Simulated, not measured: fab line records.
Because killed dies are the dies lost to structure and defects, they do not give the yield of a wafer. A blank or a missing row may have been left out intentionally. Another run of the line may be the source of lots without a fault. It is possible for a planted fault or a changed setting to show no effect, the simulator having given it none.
Chamber matching -- flow nand-harc -- NHARC_P_GATE_ALD_36 on ald-sin-04: 4 sister chambers
The step deposits SiNx, target thk 20 nm, pulse time 60 s, ald cycles 223. 8 wafers are shown with their chamber, then 8 later ones without.

== EACH WAFER AND ITS CHAMBER ==
wafer,chamber,heater-power-w (W),precursor-pulse-height-rel
L080.2,1,753,1.003
L084.1,3,969,1.009
L088.2,2,924,0.992
L088.5,0,815,1.001
L088.6,1,753,0.970
L090.2,2,933,1.004
L090.1,3,937,0.983
L090.5,0,805,0.990

== WAFERS WITH NO CHAMBER GIVEN ==
wafer,heater-power-w (W),precursor-pulse-height-rel
L092.2,812,1.035
L092.6,803,1.004
L095.1,807,1.012
L095.2,730,1.015
L095.6,801,1.002
L097.4,833,0.989
L097.3,743,1.002
L097.6,813,0.998

== WHICH CHAMBER EACH WENT THROUGH ==
wafer,from the rows above,in truth
L092.2,0,0
L092.6,0,0
L095.1,0,0
L095.2,1,1
L095.6,0,0
L097.4,0,0
L097.3,1,1
L097.6,0,0
Correct placement for 8 of the 8. Not placeable from these rows: 0. Placed wrongly: 0.
How it was worked out, from the rows above alone: a wafer's distance from a chamber is the root of the sum, over the readings, of the square of ((its reading less the chamber's mean) divided by the reading's scatter). The wafer belongs to the nearest chamber; if the next one is less than 2 further off, it can't be placed. For every chamber, the mean is computed from those of its wafers that are shown. The scatter: the root of (the sum of the squares of (reading less its chamber's mean) over the shown wafers, divided by (wafers less chambers)).
